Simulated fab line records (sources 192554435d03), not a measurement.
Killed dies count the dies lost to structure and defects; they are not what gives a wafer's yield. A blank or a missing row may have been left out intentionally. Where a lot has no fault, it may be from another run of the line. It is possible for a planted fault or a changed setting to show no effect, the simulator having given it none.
fab line records	flow n5-finfet
record: lots: 12	wafers: 36	last-day: 17
route steps=1938 shown BEOL_M13@1707 BEOL_M14@1718 PASSIVATION@1936
lots with no fault: from the same line, run without faults
start-h: the number of hours between the record's first day and the start of the first shown wafer of the lot	wait-h: hours elapsed since this lot's preceding step	" same as the row above	L1.1+2: several wafers, shown together as one row	- no value, or no start given	* or withheld: withheld	< > ~ a bound
route shown NAME@n: a module of which the file shows steps, and the number in the route of the first	usual: mean/standard deviation taken from wafers without a fault	same: alike in all rows	chamber/n: place in a boat	sites: per-site readings	_std_site: their standard deviation	_edge_site: mean of outer sites minus mean of inner sites	radius-mm: for every site, how far away it sits from the centre of the wafer	mask NAME#n: copy n	behind: the most recent tool/chamber to have shaped the wafer	hold: the reason the lot was held/the length of the hold in hours/how it ended	device: transistor that didn't switch, given as n, p or np	end of line: at the end of the route, the tests of the same wafers	a step without rows: its recipe alone	killed: dies that structure and defects cost at the first sort, which is not the same as the wafer's yield	map: dies across one wafer; x = killed, . = not, _ = none there
set.NAME: the setting the step ran with; set.NAME@STEP: the setting that earlier step ran with	model.NAME: the simulator's own value behind a step, which no gauge read
the route's steps for a sample of lots (tables are steps, rows are wafers)
services: the hour from which a tool's chamber was out of use, counted from the record's first day as start-h (under 0 if before that day), plus the number of hours and why
== steps ==
step: N5_BEOL_M13_SPUTTER_45
recipe: material: Cu	target-thk-a: 800	temp-c: -20	bias-v: 60	power-w: 26000	chamber-pressure-pa: 0.13	time-s: 13.33
usual: bias-v: 60.0/0.62	throttle-valve-pct: 30.3/0.95
lot.wafer	tool	chamber	start-h	wait-h	bias-v	throttle-valve-pct
L539.2	pvd-sputter-03	-	240.81	0.0	60.3	31.6
L539.3	"	-	"	"	59.5	28.8
L539.5	"	-	"	"	59.3	31.8
L538.4	pvd-sputter-02	-	249.56	0.0	60.0	31.4
L538.5	"	-	"	"	58.4	30.9
L538.6	"	-	"	"	60.0	30.1
L543.1	pvd-sputter-02	-	267.42	0.0	60.1	30.9
L543.2	"	-	"	"	60.9	29.9
L543.5	"	-	"	"	60.2	31.8
L547.3	pvd-sputter-01	-	282.11	0.0	60.3	30.5
L547.4	"	-	"	"	59.9	29.9
L547.5	"	-	"	"	60.1	28.9
L545.3	pvd-sputter-02	-	283.38	0.0	59.8	31.8
L545.5	"	-	"	"	59.0	31.7
L545.6	"	-	"	"	59.4	29.9
L550.1	pvd-sputter-03	-	314.26	0.0	59.1	29.9
L550.2	"	-	"	"	60.7	28.7
L550.5	"	-	"	"	58.4	32.0
L552.1	pvd-sputter-03	-	322.14	0.0	59.6	31.8
L552.2	"	-	"	"	59.8	30.6
L552.6	"	-	"	"	61.0	29.9
L557.2	pvd-sputter-03	-	345.44	0.0	59.7	29.1
L557.3	"	-	"	"	59.0	31.7
L557.4	"	-	"	"	60.3	30.8
L558.4	pvd-sputter-03	-	355.75	0.0	60.7	28.8
L558.5	"	-	"	"	59.5	30.9
L558.6	"	-	"	"	60.7	31.6
L559.1	pvd-sputter-03	-	366.88	0.0	60.7	29.1
L559.4	"	-	"	"	59.8	31.4
L559.5	"	-	"	"	60.5	31.8
L560.1	pvd-sputter-01	-	368.49	0.0	59.7	28.8
L560.2	"	-	"	"	59.2	30.6
L560.5	"	-	"	"	59.9	30.6
L561.2	pvd-sputter-01	-	371.70	0.0	60.0	28.5
L561.3	"	-	"	"	60.1	29.7
L561.4	"	-	"	"	60.4	30.5
step: N5_BEOL_M13_ANNEAL_48
recipe: temp-c: 225	time-s: 90	ambient: N2
usual: wafer_temp_C_max: 226.0/0.36
lot.wafer	tool	chamber	start-h	wait-h	wafer_temp_C_max
L539.2	rtp-anneal-02	0	241.31	0.3	226.2
L539.3	"	0	"	"	226.3
L539.5	"	0	"	"	226.2
L538.4	rtp-anneal-02	0	250.62	0.8	226.6
L538.5	"	0	"	"	227.7
L538.6	"	0	"	"	225.9
L543.1	rtp-anneal-01	0	268.61	1.0	225.8
L543.2	"	0	"	"	225.4
L543.5	"	0	"	"	226.0
L547.3	rtp-anneal-02	0	282.48	0.2	226.5
L547.4	"	0	"	"	226.5
L547.5	"	0	"	"	226.4
L545.3	rtp-anneal-02	0	283.75	0.2	226.1
L545.5	"	0	"	"	225.3
L545.6	"	0	"	"	226.3
L550.1	rtp-anneal-01	0	314.55	0.1	226.0
L550.2	"	0	"	"	226.0
L550.5	"	0	"	"	226.0
L552.1	rtp-anneal-01	0	322.47	0.2	226.0
L552.2	"	0	"	"	225.7
L552.6	"	0	"	"	225.7
L557.2	rtp-anneal-01	0	345.76	0.2	225.6
L557.3	"	0	"	"	225.6
L557.4	"	0	"	"	225.6
L558.4	rtp-anneal-01	0	356.17	0.2	225.8
L558.5	"	0	"	"	226.1
L558.6	"	0	"	"	225.7
L559.1	rtp-anneal-01	0	367.16	0.1	225.6
L559.4	"	0	"	"	225.7
L559.5	"	0	"	"	225.6
L560.1	rtp-anneal-01	0	370.06	1.4	225.7
L560.2	"	0	"	"	226.1
L560.5	"	0	"	"	226.0
L561.2	rtp-anneal-01	0	372.71	0.8	225.9
L561.3	"	0	"	"	225.4
L561.4	"	0	"	"	225.6
step: N5_BEOL_M14_COAT_58
recipe: resist: BARC	temp-c: 205	time-s: 60	spin-rpm: 1500	resist-thk-nm: 89
usual: spin-speed-rpm: 1499.7/1
lot.wafer	tool	chamber	start-h	wait-h	spin-speed-rpm
L539.2	litho-track-04	0	242.51	0.0	1501.4
L539.3	"	0	"	"	1498.2
L539.5	"	0	"	"	1500.1
L538.4	litho-track-04	0	251.49	0.0	1498.2
L538.5	"	0	"	"	1498.9
L538.6	"	0	"	"	1498.2
L543.1	litho-track-01	0	269.63	0.0	1499.7
L543.2	"	0	"	"	1498.7
L543.5	"	0	"	"	1500.3
L547.3	litho-track-04	0	283.39	0.0	1781.9
L547.4	"	0	"	"	1782.5
L547.5	"	0	"	"	1779.3
L545.3	litho-track-04	0	284.75	0.0	1781.6
L545.5	"	0	"	"	1783.7
L545.6	"	0	"	"	1781.8
L550.1	litho-track-05	0	315.56	0.0	1498.8
L550.2	"	0	"	"	1500.9
L550.5	"	0	"	"	1499.7
L552.1	litho-track-05	0	323.49	0.0	1500.3
L552.2	"	0	"	"	1500.4
L552.6	"	0	"	"	1500.6
L557.2	litho-track-01	0	346.72	0.0	1498.4
L557.3	"	0	"	"	1498.0
L557.4	"	0	"	"	1498.4
L558.4	litho-track-01	0	357.07	0.0	1500.6
L558.5	"	0	"	"	1499.2
L558.6	"	0	"	"	1498.9
L559.1	litho-track-01	0	368.16	0.0	1498.9
L559.4	"	0	"	"	1500.7
L559.5	"	0	"	"	1499.6
L560.1	litho-track-01	0	371.08	0.0	1499.1
L560.2	"	0	"	"	1498.1
L560.5	"	0	"	"	1498.3
L561.2	litho-track-04	0	373.67	0.0	1499.6
L561.3	"	0	"	"	1498.5
L561.4	"	0	"	"	1497.4
step: N5_BEOL_M14_CD_MEAS_10
recipe: target-cd-nm: 250	landing-energy-ev: 500	detector: se-inlens	polarity: opening
usual: cd-nm: 250.1/1.3
lot.wafer	tool	chamber	start-h	wait-h	cd-nm
L539.2	cd-sem-01	0	242.78	-	250.7
L539.3	"	0	"	"	249.2
L539.5	"	0	"	"	251.8
L538.4	cd-sem-01	0	251.76	-	249.6
L538.5	"	0	"	"	250.3
L538.6	"	0	"	"	250.3
L543.1	cd-sem-01	0	269.90	-	248.5
L543.2	"	0	"	"	249.6
L543.5	"	0	"	"	248.4
L547.3	cd-sem-03	0	283.79	-	251.2
L547.4	"	0	"	"	248.7
L547.5	"	0	"	"	249.4
L545.3	cd-sem-03	0	285.15	-	250.0
L545.5	"	0	"	"	250.3
L545.6	"	0	"	"	249.9
L550.1	cd-sem-02	0	315.96	-	252.1
L550.2	"	0	"	"	250.4
L550.5	"	0	"	"	250.6
L552.1	cd-sem-02	0	323.89	-	249.2
L552.2	"	0	"	"	249.2
L552.6	"	0	"	"	248.2
L557.2	cd-sem-03	0	347.00	-	253.0
L557.3	"	0	"	"	250.5
L557.4	"	0	"	"	252.0
L558.4	cd-sem-02	0	357.47	-	249.2
L558.5	"	0	"	"	250.1
L558.6	"	0	"	"	249.2
L559.1	cd-sem-02	0	368.49	-	249.5
L559.4	"	0	"	"	248.6
L559.5	"	0	"	"	248.2
L560.1	cd-sem-03	0	371.35	-	252.2
L560.2	"	0	"	"	250.3
L560.5	"	0	"	"	250.3
L561.2	cd-sem-01	0	373.95	-	251.0
L561.3	"	0	"	"	248.6
L561.4	"	0	"	"	250.4
step: N5_PASSIVATION_PROBE_49
usual: defect-limited-yield: 91.3/1.3	killed_at_M0_to_M3: 35/13	killed_at_M4_up: 13/5.2	killed-at-contacts: 12/6.2	killed-at-front-end: 39/9.6	killed-at-other: 3.1/2.6	killed-dies: 102/16	killed-on-rim: 13/3.8	killed-open: 68/13	killed-short: 33/6.9	sort_bin_5_function: 5.1/0.87	sort_bin_6_memory: 3.3/0.67	sort-n-pass: 1078/16	sort-yield-pct: 91.3/1.3
same: gross-dies: 1180	killed-at-back-side: 0	sort_bin_4_leakage[%]: 0	sort_bin_8_speed[%]: 0
lot.wafer	tool	chamber	start-h	wait-h	defect-limited-yield[%]	killed_at_M0_to_M3	killed_at_M4_up	killed-at-contacts	killed-at-front-end	killed-at-other	killed-dies	killed-on-rim	killed-open	killed-short	sort_bin_5_function[%]	sort_bin_6_memory[%]	sort-n-pass	sort-yield-pct[%]
L543.1	prober-01	-	296.84	0.0	90.8	13	12	27	48	8	108	15	88	20	5.0	3.9	1072	90.8
L543.2	prober-01	-	296.89	0.1	91.8	23	15	17	37	5	97	7	57	37	4.8	3.0	1083	91.8
L543.5	prober-01	-	297.04	0.2	91.8	13	20	15	43	6	97	17	64	33	5.0	2.9	1083	91.8
L552.1	prober-02	-	347.98	0.0	89.7	34	21	7	56	4	122	10	85	35	6.3	3.7	1058	89.7
L552.2	prober-02	-	348.03	0.1	91.4	32	8	10	51	0	101	12	65	35	5.4	3.1	1079	91.4
L552.6	prober-02	-	348.23	0.3	90.5	36	17	16	41	2	112	13	77	34	5.4	3.7	1068	90.5
L557.2	prober-02	-	374.77	0.1	91.1	41	9	14	38	3	105	7	74	28	5.6	3.1	1075	91.1
L557.3	prober-02	-	374.82	0.1	91.2	47	15	9	32	1	104	18	67	33	5.1	3.5	1076	91.2
L557.4	prober-02	-	374.87	0.2	90.9	36	8	20	38	5	107	14	73	33	5.2	3.7	1073	90.9
L558.5	prober-01	-	388.73	0.2	91.1	17	21	17	50	0	105	12	72	33	5.5	3.2	1075	91.1
L558.6	prober-01	-	388.78	0.3	92.7	16	20	10	29	11	86	6	55	31	4.9	2.3	1094	92.7
L560.1	prober-02	-	396.49	0.0	89.7	56	17	6	38	4	121	15	81	39	5.4	4.4	1059	89.7
L560.2	prober-02	-	396.54	0.1	90.6	40	10	11	47	3	111	14	75	34	5.9	3.1	1069	90.6
L560.5	prober-02	-	396.69	0.2	90.8	49	8	10	41	1	109	13	60	45	4.9	3.8	1071	90.8
killed by level:class
L543.1 MOL_CONTACT_COAG:geometric-particle:open=22 STI_FIN_REVEAL:geometric-particle:open=15 BEOL_M4:geometric-particle:open=10 DUMMY_GATE:geometric-particle:open=9 FIN_SAQP:geometric-particle:open=7 MOL_CONTACT_COAG:geometric-particle:short=5 GATE_CUT:geometric-particle:short=4 BEOL_M1:geometric-particle:open=4
L543.2 MOL_CONTACT_COAG:geometric-particle:open=14 FIN_SAQP:geometric-particle:short=11 BEOL_M1:geometric-particle:open=8 FIN_SAQP:geometric-particle:open=7 BEOL_M1:geometric-particle:short=4 BEOL_M0_SAQP:geometric-particle:short=4 BEOL_M4:geometric-particle:open=4 STI_FIN_REVEAL:geometric-particle:short=3
L543.5 MOL_CONTACT_COAG:geometric-particle:open=14 BEOL_M4:geometric-particle:open=12 FIN_SAQP:geometric-particle:open=11 FIN_SAQP:geometric-particle:short=10 DUMMY_GATE:geometric-particle:open=5 GATE_CUT:geometric-particle:short=5 BEOL_M1:geometric-particle:open=5 BEOL_M2:geometric-particle:open=4
L552.1 FIN_SAQP:geometric-particle:open=19 BEOL_M4:geometric-particle:open=14 STI_FIN_REVEAL:geometric-particle:open=13 BEOL_M0_SAQP:geometric-particle:open=11 FIN_SAQP:geometric-particle:short=10 BEOL_M3:geometric-particle:open=8 BEOL_M0_SAQP:geometric-particle:short=6 MOL_CONTACT_COAG:geometric-particle:open=5
L552.2 FIN_SAQP:geometric-particle:open=17 FIN_SAQP:geometric-particle:short=14 MOL_CONTACT_COAG:geometric-particle:open=8 BEOL_M0_SAQP:geometric-particle:open=7 BEOL_M3:geometric-particle:open=7 STI_FIN_REVEAL:geometric-particle:open=6 BEOL_M0_SAQP:geometric-particle:short=5 BEOL_M1:geometric-particle:open=5
L552.6 MOL_CONTACT_COAG:geometric-particle:open=13 FIN_SAQP:geometric-particle:open=11 FIN_SAQP:geometric-particle:short=9 BEOL_M0_SAQP:geometric-particle:open=7 STI_FIN_REVEAL:geometric-particle:open=7 BEOL_M0_SAQP:geometric-particle:short=7 BEOL_M1:geometric-particle:open=6 BEOL_M3:geometric-particle:open=6
L557.2 MOL_CONTACT_COAG:geometric-particle:open=12 FIN_SAQP:geometric-particle:open=10 BEOL_M2:geometric-particle:open=10 STI_FIN_REVEAL:geometric-particle:open=8 BEOL_M0_SAQP:geometric-particle:short=8 BEOL_M1:geometric-particle:open=8 DUMMY_GATE:geometric-particle:open=7 BEOL_M0_SAQP:geometric-particle:open=4
L557.3 FIN_SAQP:geometric-particle:open=13 BEOL_M2:geometric-particle:open=8 BEOL_M0_SAQP:geometric-particle:short=8 MOL_CONTACT_COAG:geometric-particle:open=8 BEOL_M1:geometric-particle:open=8 BEOL_M3:geometric-particle:open=7 BEOL_M0_SAQP:geometric-particle:open=6 FIN_SAQP:geometric-particle:short=4
L557.4 MOL_CONTACT_COAG:geometric-particle:open=16 STI_FIN_REVEAL:geometric-particle:open=10 BEOL_M0_SAQP:geometric-particle:open=8 BEOL_M3:geometric-particle:open=7 FIN_SAQP:geometric-particle:open=6 BEOL_M4:geometric-particle:open=6 BEOL_M1:geometric-particle:open=5 BEOL_M2:geometric-particle:open=5
L558.5 MOL_CONTACT_COAG:geometric-particle:open=16 FIN_SAQP:geometric-particle:short=13 BEOL_M4:geometric-particle:open=10 FIN_SAQP:geometric-particle:open=8 ILD0:geometric-particle:open=6 GATE_CUT:geometric-particle:short=6 BEOL_M0_SAQP:geometric-particle:open=6 BEOL_M0:geometric-particle:open=6
L558.6 BEOL_M4:geometric-particle:open=10 STI_FIN_REVEAL:geometric-particle:open=6 MOL_CONTACT_COAG:geometric-particle:open=6 BEOL_M0_SAQP:geometric-particle:short=5 FIN_SAQP:geometric-particle:open=4 MOL_CONTACT_COAG:geometric-particle:short=4 GATE_CUT:geometric-particle:short=4 DUMMY_GATE:geometric-particle:open=3
L560.1 BEOL_M0_SAQP:geometric-particle:short=15 STI_FIN_REVEAL:geometric-particle:open=14 BEOL_M2:geometric-particle:open=13 BEOL_M0_SAQP:geometric-particle:open=11 BEOL_M4:geometric-particle:open=9 FIN_SAQP:geometric-particle:short=7 BEOL_M3:geometric-particle:open=6 FIN_SAQP:geometric-particle:open=5
L560.2 FIN_SAQP:geometric-particle:open=15 MOL_CONTACT_COAG:geometric-particle:open=9 BEOL_M0_SAQP:geometric-particle:open=9 BEOL_M2:geometric-particle:open=8 BEOL_M4:geometric-particle:open=6 FIN_SAQP:geometric-particle:short=5 GATE_CUT:geometric-particle:short=5 BEOL_M2:geometric-particle:short=5
L560.5 BEOL_M0_SAQP:geometric-particle:short=13 FIN_SAQP:geometric-particle:open=11 BEOL_M0_SAQP:geometric-particle:open=10 GATE_CUT:geometric-particle:short=7 MOL_CONTACT_COAG:geometric-particle:open=7 BEOL_M2:geometric-particle:open=6 BEOL_M0:geometric-particle:open=5 FIN_SAQP:geometric-particle:short=3
== services ==
tool	chamber	start-h	hours	kind
litho-track-04	-	249.56	-	consumable-replace:filter
litho-track-05	-	268.12	-	consumable-replace:filter
== key ==
first-sign: step: N5_BEOL_M14_COAT_58	reading: spin-speed-rpm	direction: up	sigmas: 99+	usual: *	struck: *
effect none on later readings
met-at N5_BEOL_M14_COAT_58
struck-lots L545,L547
not-acting-at N5_BEOL_M13_SPUTTER_45,N5_BEOL_M13_ANNEAL_48,N5_BEOL_M14_CD_MEAS_10
onset-between 251.49 283.39
fault: kind: process-parameter-drift	tool: litho-track-04	chamber: -	onset-h: 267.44	steps: N5_BEOL_M14_COAT_58	channel: spin-rpm	offset: *	shape: step	end-h: 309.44	acts-in: *	stated: *
